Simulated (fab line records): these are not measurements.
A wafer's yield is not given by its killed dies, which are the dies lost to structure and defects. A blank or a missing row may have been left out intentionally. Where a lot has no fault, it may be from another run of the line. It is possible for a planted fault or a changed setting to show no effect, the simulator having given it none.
2 desks looking at one fault -- flow n5Finfet -- each desk has only its own numbers; what lay behind them comes last

== FROM THE METROLOGY DESK ==
Means of the sampled wafers that have a number, per lot and without regard to the tool the lot ran on: this is what the gauges read. If a lot's mean is further than 4 standard deviations from the usual mean, the lot is out of limits and carries the mark OUT (the distance appears in the brackets). 7 of its 10 readings are shown, namely those furthest out on some lot.
Columns: A = DIBL_N at N5_BEOL_M4_RC_MEAS_101, usual 36.4 mV/V; B = DIBL_P at N5_BEOL_M4_RC_MEAS_101, usual 36.1 mV/V; C = IOFF_N at N5_BEOL_M4_RC_MEAS_101, usual 0.156 nA/um; D = IOFF_P at N5_BEOL_M4_RC_MEAS_101, usual 0.21 nA/um; E = ION_N at N5_BEOL_M4_RC_MEAS_101, usual 674 uA/um; F = ION_P at N5_BEOL_M4_RC_MEAS_101, usual 463 uA/um; G = VT_P at N5_BEOL_M4_RC_MEAS_101, usual -250 mV
lot,first seen here,A,B,C,D,E,F,G
L418,day 10 16:24,39.1,38.9,0.195,0.27,686,473,-246
L424,day 11 18:08,36.1,35.6,0.143,0.21,663,458,-251
L426,day 12 12:47,36.8,35.3,0.157,0.22,670,466,-248
L430,day 14 02:54,36.4,36.1,0.168,0.18,685,459,-253
This desk's verdict: no lot among the 4 shows anything out of limits.

== DESK OF THE TOOL OWNER: lithoTrack-02 ==
The tool's own readings at N5_MOL_CONTACT_COAG_COAT_103 (time 60 s, resist thk 80 nm): means of the sampled wafers that have a number, for each lot that ran on this tool. If a lot's mean is further than 4 standard deviations from the usual mean, the lot is out of limits and carries the mark OUT (the distance appears in the brackets).
Columns: A = spinSpeedRpm at N5_MOL_CONTACT_COAG_COAT_103, usual 1500.1 rpm
lot,first seen here,A
L418,day 7 16:32,1499.3
L424,day 8 23:28,1660.6 (+99 or more) OUT
L426,day 9 09:53,1661.8 (+99 or more) OUT
This desk finds L424, L426 out of limits, L424 being first, at day 8 23:28 (spinSpeedRpm at N5_MOL_CONTACT_COAG_COAT_103). Within limits: L418.

== ALL TOGETHER ==
The tool owner's desk had the chance to raise an alarm at day 8 23:28 on L424, L426.
At the metrology desk, nothing out of limits was observed.
The metrology desk has L424, L426 on record, within its limits.
All the named lots went through N5_MOL_CONTACT_COAG_COAT_103 on lithoTrack-02.

== WHAT THE SIMULATOR HAD PUT IN ==
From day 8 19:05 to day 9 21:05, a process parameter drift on lithoTrack-02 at N5_MOL_CONTACT_COAG_COAT_103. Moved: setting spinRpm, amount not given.
Lots struck among those shown: L424, L426.
Time in hours from fault onset to the first out-of-limits reading at each desk: the tool owner's desk, 4.
